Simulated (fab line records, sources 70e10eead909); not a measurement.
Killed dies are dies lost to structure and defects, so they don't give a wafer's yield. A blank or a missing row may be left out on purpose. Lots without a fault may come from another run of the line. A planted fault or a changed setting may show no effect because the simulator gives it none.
fab line records | flow nand_harc
record lots=5 wafers=15 last_day=31
route steps=1302 shown P_M2@337 P_BONDPAD@351 A_M0@1150 END@1302
lots that met no fault: from a run of the same line without faults
start_h: hours from the record's first day to the start of the lot's first wafer shown | wait_h: hours since the lot's step before | " the same as in the row above | L1.1+2: a row that stands for several wafers | - no value, or no start given | * or withheld: withheld | < > ~ a bound
route shown NAME@n: a module of which the file shows steps, and the number in the route of the first | usual: mean/standard deviation of fault-free wafers | same: alike in all rows | chamber/n: place in a boat | sites: the reading at each site | _std_site: their standard deviation | _edge_site: outer sites' mean less inner sites' | radius_mm: how far each site lies from the wafer's centre | mask NAME#n: copy n | behind: the tool/chamber that last shaped the wafer | hold: why the lot was held/for how many hours/how that ended | device: the transistor (n, p or np) that didn't switch | end of line: the same wafers' tests at the end of the route | a step without rows: its recipe alone | killed: dies lost to structure and defects at the first sort, not the wafer's yield | map: a wafer's dies, x killed, . not, _ none there
set.NAME: the setting as run; set.NAME@STEP: as run at that earlier step | model.NAME: the simulator's own value behind a step, which no gauge read
lots at some steps of the route; a table a step, a row a wafer
services: from which hour (start_h, from the record's first day; less than 0 if before it) a tool's chamber was out of use, for how many hours, and why
## steps
# step NHARC_P_M2_STRIP_19
# recipe time_s=600 temp_c=30 chemistry=post_etch_residue_remover
# step NHARC_P_M2_DEGAS_29
# recipe temp_c=250 time_s=60
# step NHARC_P_M2_PRE_CLEAN_30
# recipe time_s=30 temp_c=280 gas=H2/He
# step NHARC_P_M2_PVD_20
# recipe target_thk_a=50 bias_v=168.6 power_w=15000 chamber_pressure_pa=0.12 time_s=8.06 substrate_temp_c=50 material=TaN
# step NHARC_P_M2_PVD_21
# recipe target_thk_a=300 chamber_pressure_pa=5 power_w=5000 substrate_temp_c=30 time_s=20.49 material=Cu
# usual throttle_valve_pct=29.9/1
# columns lot.wafer tool chamber start_h wait_h throttle_valve_pct
L708.3 pvd_sputter-01 - - - 31.6
L708.4 " - " " 29.1
L708.6 " - " " 30.6
L713.2 pvd_sputter-01 - - - 30.7
L713.4 " - " " 29.8
L713.5 " - " " 30.5
L714.2 pvd_sputter-03 - - - 28.6
L714.4 " - " " 28.2
L714.6 " - " " 29.2
L715.4 pvd_sputter-03 - - - 30.6
L715.3 " - " " 28.3
L715.6 " - " " 30.4
L724.4 pvd_sputter-02 - - - 30.4
L724.3 " - " " 31.3
L724.2 " - " " 29.9
# step NHARC_P_M2_ECD_22
# recipe target_thk_a=4000 bath_temp_c=25 material=Cu
# step NHARC_P_M2_ANNEAL_31
# recipe temp_c=225 time_s=90
# step NHARC_P_M2_CMP_23
# recipe t_overpolish_s=20 target_thk_nm=144.3
# step NHARC_P_M2_THK_MEAS_24
# recipe thk_meas_gauge=xrf
# usual thk_nm=144.6/1.5
# columns lot.wafer tool chamber start_h wait_h thk_nm
L708.3 film_metro-01 - 149.67 - 145.6
L708.4 " - " " 143.4
L708.6 " - " " 145.6
L713.2 film_metro-01 - 196.87 - 145.3
L713.4 " - " " 146.1
L713.5 " - " " 144.5
L714.2 film_metro-02 - 207.29 - 144.9
L714.4 " - " " 144.7
L714.6 " - " " 143.6
L715.3 film_metro-01 - 221.19 - 144.1
L715.4 " - " " 144.8
L715.6 " - " " 143.9
L724.2 film_metro-01 - 314.22 - 143.3
L724.3 " - " " 144.7
L724.4 " - " " 143.8
# step NHARC_P_M2_SRD_25
# step NHARC_P_M2_INSPECT_27
# usual raw_defect_count=313/110
# columns lot.wafer tool chamber start_h wait_h raw_defect_count
L708.3 defect_inspect-02 - 149.82 0.0 271
L708.4 " - " " 215
L708.6 " - " " 317
L713.2 defect_inspect-01 - 197.04 0.1 236
L713.4 " - " " 489
L713.5 " - " " 295
L714.2 defect_inspect-02 - 207.45 0.0 200
L714.4 " - " " 289
L714.6 " - " " 407
L715.3 defect_inspect-02 - 221.34 0.0 391
L715.4 " - " " 424
L715.6 " - " " 583
L724.2 defect_inspect-02 - 314.41 0.0 204
L724.3 " - " " 248
L724.4 " - " " 312
# step NHARC_P_M2_PRE_CLEAN_32
# recipe time_s=12 temp_c=370 rf_power_w=300 gas=NH3
# usual heater_power_outer_w=358/64 heater_power_w=613/86
# columns lot.wafer tool chamber start_h wait_h heater_power_outer_w heater_power_w
L708.3 pecvd-02 1 149.90 0.1 358 584
L708.6 " 0 " " 367 662
L708.4 " 2 " " 273 463
L713.2 pecvd-04 2 197.41 0.4 335 546
L713.5 " 0 " " 403 704
L713.4 " 2 " " 341 575
L714.2 pecvd-03 1 207.52 0.1 450 704
L714.6 " 2 " " 345 626
L714.4 " 0 " " 378 615
L715.3 pecvd-04 0 221.41 0.1 386 656
L715.6 " 1 " " 296 568
L715.4 " 2 " " 326 537
L724.2 pecvd-04 0 314.49 0.1 405 724
L724.3 " 1 " " 319 601
L724.4 " 1 " " 321 604
# step NHARC_P_M2_DEP_33
# recipe target_thk_a=300 temp_c=370 target_thk_nm=30 pressure_torr=3 flow_sccm=200 rf_w=450 material=SiCN
# step NHARC_P_BONDPAD_DEP_00
# recipe target_thk_a=2500 temp_c=370 target_thk_nm=250 pressure_torr=3 flow_sccm=200 rf_w=450 material=SiCN
# usual heater_power_outer_w=326/63 heater_power_w=569/83
# columns lot.wafer tool chamber start_h wait_h heater_power_outer_w heater_power_w
L708.3 pecvd-02 1 - - 325 567
L708.6 " 1 " " 242 451
L708.4 " 0 " " 349 642
L713.2 pecvd-04 1 - - 228 466
L713.4 " 0 " " 399 689
L713.5 " 2 " " 289 467
L714.2 pecvd-02 0 208.01 - 260 534
L714.6 " 0 " " 285 539
L714.4 " 2 " " 211 388
L715.3 pecvd-03 2 221.95 - 289 548
L715.6 " 2 " " 292 567
L715.4 " 0 " " 395 633
L724.3 pecvd-03 2 315.01 - 302 571
L724.2 " 0 " " 428 674
L724.4 " 0 " " 428 698
# step NHARC_P_BONDPAD_CMP_32
# recipe target_thk_nm=200 material=SiCN
# step NHARC_P_BONDPAD_THK_MEAS_33
# recipe thk_meas_gauge=ellipsometry
# usual thk_nm=200.2/1.6
# columns lot.wafer tool chamber start_h wait_h thk_nm
L708.3 film_metro-02 - 151.02 0.2 199.1
L708.4 " - " " 202.5
L708.6 " - " " 202.4
L713.2 film_metro-02 - 198.52 0.2 200.5
L713.4 " - " " 201.8
L713.5 " - " " 201.0
L714.2 film_metro-02 - 208.66 0.2 198.2
L714.4 " - " " 200.0
L714.6 " - " " 199.4
L715.3 film_metro-01 - 222.56 0.2 200.3
L715.4 " - " " 199.5
L715.6 " - " " 200.2
L724.2 film_metro-02 - 315.62 0.2 199.9
L724.3 " - " " 199.5
L724.4 " - " " 199.6
# step NHARC_P_BONDPAD_SRD_34
# step NHARC_P_BONDPAD_DEHYDRATE_01
# recipe temp_c=150 time_s=120
# step NHARC_P_BONDPAD_HMDS_02
# recipe time_s=30
# step NHARC_P_BONDPAD_COAT_36
# recipe temp_c=200 time_s=65
# step NHARC_P_BONDPAD_COAT_03
# recipe spin_rpm=2000 resist_thk_nm=600
# step NHARC_P_BONDPAD_SOFTBAKE_04
# recipe temp_c=125 time_s=70
# step NHARC_P_BONDPAD_EBR_05
# step NHARC_P_BONDPAD_EXPOSE_06
# recipe na=0.55 dose_mj=37.06 mask_id=P_BPAD
# step NHARC_P_BONDPAD_PEB_07
# recipe peb_temp_c=128 peb_time_s=80
# step NHARC_P_BONDPAD_DEVELOP_08
# recipe time_s=50 dev_temp_c=22
# step NHARC_P_BONDPAD_CD_MEAS_09
# recipe target_cd_nm=500 landing_energy_ev=500
# usual cd_nm=499.9/1.6
# columns lot.wafer tool chamber start_h wait_h cd_nm
L708.3 cd_sem-02 0 151.59 - 502.1
L708.4 " 0 " " 500.0
L708.6 " 0 " " 499.5
L713.2 cd_sem-02 0 199.11 - 502.4
L713.4 " 0 " " 498.4
L713.5 " 0 " " 498.3
L714.2 cd_sem-02 0 209.10 - 502.6
L714.4 " 0 " " 499.5
L714.6 " 0 " " 502.6
L715.3 cd_sem-01 0 223.13 - 501.7
L715.4 " 0 " " 501.4
L715.6 " 0 " " 500.5
L724.2 cd_sem-03 0 316.22 - 499.4
L724.3 " 0 " " 497.8
L724.4 " 0 " " 497.7
# step NHARC_P_BONDPAD_OVL_MEAS_38
# usual overlay_x_nm=-1/5.3 overlay_y_nm=0/6.5
# columns lot.wafer tool chamber start_h wait_h overlay_x_nm overlay_y_nm
L708.3 overlay-01 - 151.67 - -4 8
L708.4 " - " " -4 8
L708.6 " - " " -4 9
L713.2 overlay-02 - 199.19 - -2 1
L713.4 " - " " -2 2
L713.5 " - " " -2 2
L714.2 overlay-02 - 209.19 - -2 4
L714.4 " - " " -3 4
L714.6 " - " " -2 3
L715.3 overlay-02 - 223.21 - -7 5
L715.4 " - " " -7 5
L715.6 " - " " -8 6
L724.2 overlay-02 - 316.31 - -4 1
L724.3 " - " " -4 0
L724.4 " - " " -4 0
# step NHARC_P_BONDPAD_HARDBAKE_10
# recipe temp_c=118 time_s=65
# step NHARC_P_BONDPAD_DESCUM_11
# recipe time_s=3 o2_flow_sccm=200 ar_flow_sccm=0 bias_power_w=0 chemistry=O2
# step NHARC_P_BONDPAD_ETCH_37
# recipe target_depth_a=600 overetch_a=180 time_s=65.91 ion_energy_ev=200 n2_flow_sccm=150 h2_flow_sccm=150 ar_flow_sccm=0 rf_w=400 bias_w=150 chemistry=N2/H2
# usual drypump_motor_current_A=5.7/0.37 oes_product_au=0.995/0.0099 rf_vpp_V=429.1/2 showerhead_plenum_p_Torr=1.99/0.065 throttle_valve_pct=14.170/0.0094
# columns lot.wafer tool chamber start_h wait_h drypump_motor_current_A oes_product_au rf_hours_counter_h rf_vpp_V showerhead_plenum_p_Torr throttle_valve_pct
L708.3 rie_diel-12 3 151.88 0.1 5.4 1.000 2.9 427.7 1.95 14.165
L708.4 " 2 " " 5.7 0.989 2.8 429.4 2.05 14.160
L708.6 " 0 " " 5.2 0.998 - 427.7 1.94 14.157
L713.2 rie_diel-05 3 199.40 0.1 6.0 0.988 9.3 427.6 1.94 14.175
L713.4 " 0 " " 5.3 0.999 8.0 427.2 1.91 14.163
L713.5 " 3 " " 6.0 0.996 - 427.7 1.94 14.184
L714.4 rie_diel-05 3 209.40 0.1 6.0 1.009 9.6 428.2 1.94 14.165
L714.2 " 2 " " 6.2 0.993 9.7 431.4 2.08 14.175
L714.6 " 3 " " 6.0 0.994 - 427.7 1.94 14.157
L715.3 rie_diel-12 2 223.44 0.1 5.6 0.997 8.7 429.8 2.05 14.175
L715.6 " 3 " " 5.4 0.996 - 427.0 1.95 14.181
L715.4 " 1 " " 5.8 0.990 - 428.2 1.95 14.171
L724.4 rie_diel-12 0 316.52 0.1 5.2 1.001 1.8 426.5 1.93 14.171
L724.3 " 2 " " 5.7 0.989 1.5 430.0 2.05 14.175
L724.2 " 3 " " 5.4 1.021 1.9 428.1 1.95 14.168
# step NHARC_P_BONDPAD_ETCH_12
# recipe target_depth_a=2000 time_s=100 chf3_flow_sccm=50 o2_flow_sccm=10 ar_flow_sccm=200 rf_w=500 bias_w=200 chemistry=CHF3/O2
# usual chf3_flow_sccm=50.00/0.15 drypump_motor_current_A=5.7/0.36 oes_product_au=0.932/0.021 rf_vpp_V=369.5/1.7 showerhead_plenum_p_Torr=2.36/0.071 throttle_valve_pct=20.572/0.0089
# columns lot.wafer tool chamber start_h wait_h chf3_flow_sccm drypump_motor_current_A oes_product_au rf_hours_counter_h rf_vpp_V showerhead_plenum_p_Torr throttle_valve_pct
L708.4 rie_diel-12 2 - - 50.03 5.7 0.925 2.8 370.2 2.41 20.566
L708.3 " 0 " " 50.13 5.2 0.918 3.3 367.7 2.29 20.570
L708.6 " 1 " " 49.59 5.8 0.930 - 367.9 2.30 20.568
L713.2 rie_diel-05 0 - - 50.05 5.4 0.926 8.1 367.1 2.25 20.572
L713.4 " 1 " " 49.90 5.6 0.913 8.1 371.4 2.39 20.568
L713.5 " 0 " " 49.87 5.4 0.916 - 367.8 2.25 20.571
L714.2 rie_diel-05 0 - - 50.05 5.3 0.922 8.4 369.6 2.25 20.563
L714.4 " 1 " " 49.84 5.6 0.926 8.4 370.0 2.39 20.566
L714.6 " 2 " " 49.63 6.3 0.926 - 369.2 2.44 20.550
L715.3 rie_diel-12 3 - - 50.00 5.4 0.924 9.1 368.1 2.30 20.581
L715.4 " 2 " " 50.20 5.6 0.922 - 371.7 2.41 20.577
L715.6 " 3 " " 50.00 5.4 0.929 - 369.4 2.30 20.567
L724.2 rie_diel-12 1 - - 50.12 5.8 0.917 1.5 368.1 2.30 20.574
L724.3 " 3 " " 50.17 5.4 0.930 1.9 368.4 2.30 20.575
L724.4 " 0 " " 49.82 5.2 0.932 1.9 369.1 2.28 20.578
# step NHARC_P_BONDPAD_CD_MEAS_13
# usual cd_nm=499.1/1.8
# columns lot.wafer tool chamber start_h wait_h cd_nm
L708.3 cd_sem-01 - 152.11 - 501.4
L708.4 " - " " 498.8
L708.6 " - " " 500.1
L713.2 cd_sem-02 - 199.63 - 500.3
L713.4 " - " " 497.0
L713.5 " - " " 496.8
L714.2 cd_sem-01 - 209.63 - 501.1
L714.4 " - " " 497.9
L714.6 " - " " 501.8
L715.3 cd_sem-01 - 223.70 - 500.9
L715.4 " - " " 500.1
L715.6 " - " " 500.0
L724.2 cd_sem-01 - 316.75 - 499.6
L724.3 " - " " 497.5
L724.4 " - " " 497.2
# step NHARC_P_BONDPAD_STRIP_15
# recipe o2_flow_sccm=500 ar_flow_sccm=0 bias_w=0 chemistry=O2
# step NHARC_P_BONDPAD_ETCH_24
# recipe target_depth_a=300 over_etch_frac=0.3 time_s=72.99 ion_energy_ev=150 cf4_flow_sccm=50 n2_flow_sccm=100 ar_flow_sccm=150 rf_w=300 bias_w=100 chemistry=CF4/N2
# step NHARC_P_BONDPAD_STRIP_16
# recipe time_s=600 temp_c=30 chemistry=post_etch_residue_remover
# step NHARC_P_BONDPAD_DEGAS_25
# recipe temp_c=300 time_s=60
# step NHARC_P_BONDPAD_PRE_CLEAN_26
# recipe time_s=30 temp_c=280 gas=H2/He
# step NHARC_P_BONDPAD_PVD_17
# recipe target_thk_a=50 bias_v=168.6 power_w=15000 chamber_pressure_pa=0.12 time_s=8.06 substrate_temp_c=50 material=TaN
# usual bias_v=168.4/1.6 throttle_valve_pct=29.8/1.1
# columns lot.wafer tool chamber start_h wait_h bias_v throttle_valve_pct
L708.4 pvd_sputter-02 - - - 171.9 30.7
L708.3 " - " " 169.0 30.2
L708.6 " - " " 167.9 30.7
L713.2 pvd_sputter-01 - - - 167.9 30.6
L713.4 " - " " 167.2 29.3
L713.5 " - " " 166.8 29.7
L714.4 pvd_sputter-03 - - - 168.7 28.7
L714.2 " - " " 168.7 30.5
L714.6 " - " " 170.1 28.6
L715.3 pvd_sputter-03 - - - 167.8 28.8
L715.4 " - " " 170.5 30.6
L715.6 " - " " 170.4 29.1
L724.2 pvd_sputter-01 - - - 169.0 27.7
L724.3 " - " " 167.0 30.7
L724.4 " - " " 169.5 30.1
# step NHARC_P_BONDPAD_PVD_27
# recipe target_thk_a=300 chamber_pressure_pa=5 power_w=5000 substrate_temp_c=30 time_s=20.49 material=Cu
# step NHARC_P_BONDPAD_ECD_18
# recipe target_thk_a=4000 bath_temp_c=25 material=Cu
# step NHARC_A_M0_DESCUM_14
# recipe time_s=3 o2_flow_sccm=200 ar_flow_sccm=0 bias_power_w=0 chemistry=O2
# usual drypump_motor_current_A=5.7/0.49 oes_product_au=1.001/0.0086 rf_vpp_V=57.8/0.95 showerhead_plenum_p_Torr=1.91/0.078 throttle_valve_pct=11.311/0.0083
# columns lot.wafer tool chamber start_h wait_h drypump_motor_current_A oes_product_au rf_hours_counter_h rf_vpp_V showerhead_plenum_p_Torr throttle_valve_pct model.A_M0.cd_nm
L708.4 rie_diel-02 3 541.81 0.1 5.7 1.011 7.1 58.6 1.89 11.319 78.99
L708.3 " 0 " " 5.5 0.993 7.5 56.5 1.78 11.309 79.36
L708.6 " 1 " " 5.7 0.995 - 57.1 1.88 11.312 78.85
L713.4 rie_diel-01 2 581.86 0.1 5.3 0.998 0.6 56.9 1.90 11.325 80.01
L713.2 " 3 " " 6.4 1.001 0.5 58.3 1.99 11.311 80.17
L713.5 " 3 " " 6.4 0.998 - 57.6 1.99 11.303 80.09
L714.4 rie_diel-01 3 614.92 0.1 6.4 1.007 2.4 58.3 1.99 11.313 79.81
L714.2 " 1 " " 6.5 1.003 2.3 59.3 1.96 11.314 79.46
L714.6 " 3 " " 6.4 0.999 - 57.7 1.99 11.309 80.37
L715.4 rie_diel-01 2 620.66 0.1 5.4 0.980 2.6 58.0 1.89 11.314 78.41
L715.3 " 3 " " 6.4 0.999 2.5 57.5 1.99 11.314 79.74
L715.6 " 2 " " 5.3 0.993 - 56.6 1.89 11.295 79.11
L724.4 rie_diel-01 3 706.68 0.1 6.4 0.999 7.1 59.8 1.99 11.294 79.74
L724.2 " 0 " " 5.5 1.019 7.2 56.8 1.80 11.292 79.47
L724.3 " 2 " " 5.4 0.983 7.3 57.9 1.89 11.313 77.99
# step NHARC_A_M0_ETCH_15
# recipe target_depth_a=1500 overetch_a=150 time_s=82.5 c4f8_flow_sccm=withheld ar_flow_sccm=400 rf_w=600 bias_w=300 chemistry=C4F8/Ar
# usual oes_product_au=0.952/0.023 rf_vpp_V=440.5/2.5
# columns lot.wafer tool chamber start_h wait_h oes_product_au rf_hours_counter_h rf_vpp_V model.A_M0.cd_nm
L708.3 rie_diel-02 3 - - 0.984 7.1 437.8 79.17
L708.4 " 1 " " 0.957 7.3 440.1 79.1
L708.6 " 0 " " 0.973 - 435.8 78.96
L713.2 rie_diel-01 2 - - 0.944 0.7 439.8 80.01
L713.4 " 3 " " 0.958 0.6 442.9 80.31
L713.5 " 0 " " 0.979 - 438.7 80.04
L714.2 rie_diel-01 1 - - 0.980 2.3 442.0 79.63
L714.4 " 3 " " 0.957 2.4 441.8 79.78
L714.6 " 2 " " 0.965 - 440.4 80.17
L715.3 rie_diel-01 3 - - 0.961 2.5 443.5 79.53
L715.4 " 0 " " 0.954 2.2 437.5 78.32
L715.6 " 1 " " 0.949 - 441.2 78.5
L724.2 rie_diel-01 1 - - 0.977 7.1 441.7 79.34
L724.3 " 3 " " 0.965 7.1 443.3 78.43
L724.4 " 0 " " 0.971 7.3 438.4 79.31
# step NHARC_END_SORT_01
# recipe temp_c=25
# usual defect_limited_yield=91.1/2.9 killed_at_array=55/20 killed_at_other=0.7/0.96 killed_at_periphery=4.1/2.4 killed_dies=60/20 killed_open=3.3/1.9 killed_short=2.8/1.6
# same gross_dies=677
# columns lot.wafer tool chamber start_h wait_h defect_limited_yield[%] killed_at_array killed_at_other killed_at_periphery killed_dies killed_open killed_short
L708.3 prober-02 0 586.26 3.1 92.9 45 0 3 48 6 4
L708.4 prober-02 0 587.06 3.4 93.2 43 0 3 46 2 3
L708.6 prober-02 0 588.66 4.0 92.8 45 0 4 49 4 2
L713.2 prober-02 0 622.00 2.8 89.2 63 2 8 73 7 6
L713.4 prober-02 0 623.59 3.4 90.1 64 0 3 67 3 4
L713.5 prober-02 0 624.39 3.7 90.4 61 3 1 65 5 6
L714.2 prober-01 0 655.35 2.8 85.7 92 2 3 97 3 5
L714.4 prober-01 0 656.93 3.4 87.6 79 1 4 84 1 2
L714.6 prober-01 0 658.51 4.0 87.3 80 3 3 86 1 2
L724.2 prober-01 0 748.93 2.8 75.6 88 0 77 165 2 0
L724.3 prober-01 0 749.73 3.1 78.3 80 0 67 147 2 2
L724.4 prober-01 0 750.54 3.4 78.7 88 0 56 144 2 3
# killed by level:class
L708.3 A_SLIT:chamber_film_flake=21 A_CHANNEL_HOLE_D2:chamber_film_flake=10 A_CONTACT:chamber_film_flake=5 P_M0:geometric_particle:open=2 A_BLC:geometric_particle:open=2 A_STAIRCASE:chamber_film_flake=2 P_M2:geometric_particle:open=1 A_DECK1_JOINT:geometric_particle:short=1
L708.4 A_SLIT:chamber_film_flake=23 A_CHANNEL_HOLE_D2:chamber_film_flake=6 A_CONTACT:chamber_film_flake=4 A_CHANNEL_HOLE_D1:chamber_film_flake=3 A_M0:geometric_particle:short=2 P_GATE:chamber_film_flake=2 A_STAIRCASE:chamber_film_flake=2 A_WL_FILL:geometric_particle:short=1
L708.6 A_SLIT:chamber_film_flake=27 A_CHANNEL_HOLE_D2:chamber_film_flake=5 A_CONTACT:chamber_film_flake=4 P_GATE:chamber_film_flake=3 A_WL_FILL:geometric_particle:open=2 A_ZERO_WELL:chamber_film_flake=2 A_CHANNEL_HOLE_D1:chamber_film_flake=2 P_CONTACT:geometric_particle:open=1
L713.2 A_CHANNEL_HOLE_D1:chamber_film_flake=34 A_SGD_CUT:chamber_film_flake=6 A_CHANNEL_HOLE_D2:chamber_film_flake=5 P_GATE:chamber_film_flake=3 A_CHANNEL_FILL_D2:chamber_film_flake=3 A_STAIRCASE:chamber_film_flake=3 A_ONON_D2:geometric_particle:short=2 A_M0:geometric_particle:open=2
L713.4 A_CHANNEL_HOLE_D1:chamber_film_flake=28 A_CHANNEL_HOLE_D2:chamber_film_flake=12 A_SGD_CUT:chamber_film_flake=6 A_STAIRCASE:chamber_film_flake=5 A_CONTACT:chamber_film_flake=3 A_WL_FILL:geometric_particle:short=2 A_DECK1_JOINT:chamber_film_flake=2 P_M0:geometric_particle:open=1
L713.5 A_CHANNEL_HOLE_D1:chamber_film_flake=30 A_SGD_CUT:chamber_film_flake=11 A_CHANNEL_HOLE_D2:chamber_film_flake=4 A_STAIRCASE:chamber_film_flake=3 A_CONTACT:chamber_film_flake=2 THIN_TSV:chamber_film_flake=2 P_CONTACT:geometric_particle:open=1 A_CHANNEL_FILL_D1:geometric_particle:short=1
L714.2 A_CHANNEL_HOLE_D1:chamber_film_flake=32 A_SLIT:chamber_film_flake=24 A_CHANNEL_HOLE_D2:chamber_film_flake=13 A_STAIRCASE:chamber_film_flake=6 A_CHANNEL_FILL_D2:chamber_film_flake=3 A_DECK1_JOINT:chamber_film_flake=3 A_CHANNEL_FILL_D2:geometric_particle:short=2 A_WL_FILL:geometric_particle:short=2
L714.4 A_CHANNEL_HOLE_D1:chamber_film_flake=31 A_SLIT:chamber_film_flake=25 A_CHANNEL_HOLE_D2:chamber_film_flake=11 A_STAIRCASE:chamber_film_flake=4 A_WL_FILL:chamber_film_flake=2 A_CONTACT:chamber_film_flake=2 A_DECK1_JOINT:geometric_particle:short=1 A_WL_FILL:geometric_particle:short=1
L714.6 A_CHANNEL_HOLE_D1:chamber_film_flake=32 A_SLIT:chamber_film_flake=28 A_CHANNEL_HOLE_D2:chamber_film_flake=6 A_STAIRCASE:chamber_film_flake=4 A_WL_FILL:chamber_film_flake=3 THIN_TSV:chamber_film_flake=3 A_CHANNEL_FILL_D2:chamber_film_flake=2 A_CHANNEL_FILL_D1:geometric_particle:short=1
L724.2 P_M2:unspecified=74 A_CHANNEL_HOLE_D1:chamber_film_flake=29 A_SLIT:chamber_film_flake=29 A_CHANNEL_HOLE_D2:chamber_film_flake=23 A_CONTACT:chamber_film_flake=4 P_GATE:chamber_film_flake=2 A_CHANNEL_HOLE_D1:geometric_particle:open=1 A_DECK1_JOINT:geometric_particle:open=1
L724.3 P_M2:unspecified=60 A_CHANNEL_HOLE_D2:chamber_film_flake=28 A_SLIT:chamber_film_flake=23 A_CHANNEL_HOLE_D1:chamber_film_flake=22 P_GATE:chamber_film_flake=4 A_CONTACT:chamber_film_flake=3 A_STAIRCASE:chamber_film_flake=2 P_GATE:geometric_particle:open=1
L724.4 P_M2:unspecified=55 A_SLIT:chamber_film_flake=28 A_CHANNEL_HOLE_D1:chamber_film_flake=28 A_CHANNEL_HOLE_D2:chamber_film_flake=22 A_CONTACT:chamber_film_flake=3 A_STAIRCASE:chamber_film_flake=2 A_CHANNEL_FILL_D1:geometric_particle:short=1 A_DECK1_JOINT:geometric_particle:open=1
# map L724.2 (x killed, . not)
____________.____________
_________......._________
_______..........._______
______......x.x....______
_____x.......xxx...._____
____.x.x...xxxxx.....____
____xxx...xxxxx......____
___xxxxx.x.xxxxxxx....___
___.xxxx..x.xxxxx.....___
__x..xx....xxxxx.x.....__
__xxxxx....xxx...x.....__
_.x.xxx.....xxxxx...x..._
_....x.....xxxx........._
_.x........x.xxx........_
_......................._
_......................._
.........................
x.............x..........
.........................
........x.x..............
........xx...............
_.....xxxxx............._
_.....xxxxxxx..........._
_....xxxxxxx.......x...._
_....xxxxxxxx..........._
_.....xxxxxxx..........._
__...xxxxxxxx..........__
__..x.xxxxxxxx.......x.__
___...xxxxxxx.........___
___..xxxxxxxx.........___
____x..x.xx.........x____
____...x.x...........____
_____.....x........x_____
______.............______
_______..........._______
_________......._________
____________.____________
# map L713.2 (x killed, . not)
____________x____________
_________...xx.._________
_______..........._______
______.......xxx...______
_____.....x.x..x...._____
____.x.....xxxxx.x...____
____....x.xxxxxxx....____
___..x.....xxx.xx.....___
___.x....x..x.xx.x....___
__..........xx.xx......__
__x..x......xx.........__
_..x.........x.........x_
_...xxx.......x........x_
_......................._
_...........xx.........x_
_.....x................._
.............x.......x...
.........................
x.x......................
.........................
.....x.x....x............
_.x....................._
_..............x........_
_.................x....._
_......................._
_......................._
__x....................__
__.....................__
___...................___
___............x......___
____............x....____
____..........x......____
_____.......x......x_____
______.......x.....______
_______..........._______
_________......._________
____________.____________
## services
# columns tool chamber start_h hours kind
rie_diel-01 - 130.11 0.6 repair
rie_diel-01 1 173.57 6.1 repair
rie_diel-12 1 190.19 8.3 repair
rie_diel-01 - 203.80 9.0 pm
rie_diel-12 0 212.10 42.8 repair
rie_diel-01 0 233.48 6.0 repair
rie_diel-12 - 252.16 0.4 repair
rie_diel-12 - 268.45 9.0 pm
rie_diel-12 0 301.09 3.1 repair
rie_diel-01 0 335.35 12.0 repair
rie_diel-01 3 369.74 8.7 repair
rie_diel-01 - 380.80 9.0 pm
rie_diel-01 3 401.47 10.7 repair
rie_diel-12 - 445.45 9.0 pm
rie_diel-01 2 469.83 6.3 repair
rie_diel-01 - 549.16 0.6 repair
rie_diel-01 2 554.53 4.5 repair
rie_diel-01 - 557.77 1.1 repair
rie_diel-01 - 558.91 9.0 pm
rie_diel-12 0 589.49 4.4 repair
rie_diel-12 0 600.73 12.2 repair
rie_diel-12 - 622.45 9.0 pm
rie_diel-12 3 646.90 7.6 repair
rie_diel-01 1 676.37 4.0 repair
## key
first_sign step=NHARC_END_SORT_01 reading=killed_at_periphery direction=up sigmas=26 usual=4.1 struck=66.7
effect step=NHARC_END_SORT_01 reading=killed_dies direction=up sigmas=4.6 usual=60 struck=152
model_effect step=NHARC_A_M0_DESCUM_14 value=A_M0.cd_nm without=80.23 struck=79.07
model_effect step=NHARC_A_M0_ETCH_15 value=A_M0.cd_nm without=80.19 struck=79.03
more_kills_born_at NHARC_P_M2_PRE_CLEAN_32@pecvd-04=189
met_at NHARC_P_M2_PRE_CLEAN_32
struck_wafers L724.2,L724.3,L724.4
loop_trim step=NHARC_A_M0_EXPOSE_06 setting=dose lots=L724
onset_between 221.41 314.49
also_fits time
fault kind=chamber_particle_source tool=pecvd-04 chamber=- onset_h=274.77 steps=NHARC_P_M2_PRE_CLEAN_32 rate_per_visit_cm2=0.48969 end_h=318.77
# loop_trim: a control loop set the setting to another value than it would have without faults
